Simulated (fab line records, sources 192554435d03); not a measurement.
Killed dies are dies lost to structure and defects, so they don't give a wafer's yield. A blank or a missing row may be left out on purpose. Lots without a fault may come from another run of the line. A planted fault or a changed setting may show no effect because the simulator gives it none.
Chamber matching | flow n5_finfet | N5_BEOL_M4_ILD_DEP_00 on pecvd-04: 3 sister chambers
The step deposits SiOC from DEMS/O2, target thk 79 nm, time 15.3 s. 3 wafers are shown with their chamber, then 10 later ones without.

WAFERS WITH THEIR CHAMBER
wafer  | chamber | throttle_valve_pct (%)
L083.5 | 2       | 11.6
L092.1 | 1       | 12.3
L092.2 | 0       | 11.8

WAFERS WITHOUT THEIR CHAMBER
wafer  | throttle_valve_pct (%)
L092.3 | 11.7
L093.3 | 11.7
L093.4 | 11.5
L093.6 | 12.6
L095.2 | 12.8
L095.3 | 11.5
L095.4 | 11.7
L097.3 | 11.9
L097.5 | 11.9
L097.6 | 11.8

WHICH CHAMBER EACH WENT THROUGH
wafer  | from the rows above          | in truth
L092.3 | can't be placed: 2 or 0      | 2
L093.3 | can't be placed: 2 or 0      | 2
L093.4 | can't be placed: 2 or 0      | 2
L093.6 | 1                            | 1
L095.2 | 1                            | 1
L095.3 | can't be placed: 2 or 0      | 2
L095.4 | can't be placed: 2 or 0      | 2
L097.3 | can't be placed: 0 or 2 or 1 | 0
L097.5 | can't be placed: 0 or 2 or 1 | 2
L097.6 | can't be placed: 0 or 2      | 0
Placed correctly: 2 of 10. Can't be placed from these rows: 8 (the true chamber is among the candidates in 8). Placed wrongly: 0.
How it was worked out, from the rows above alone: a wafer's distance from a chamber is the root of the sum, over the readings, of the square of ((its reading less the chamber's mean) divided by the reading's scatter). The wafer belongs to the nearest chamber; if the next one is less than 2 further off, it can't be placed. A chamber's mean is the mean of its shown wafers. The scatter: with one shown wafer a chamber, the root of the mean of the squares of how far each hidden wafer lies from its nearest shown one.
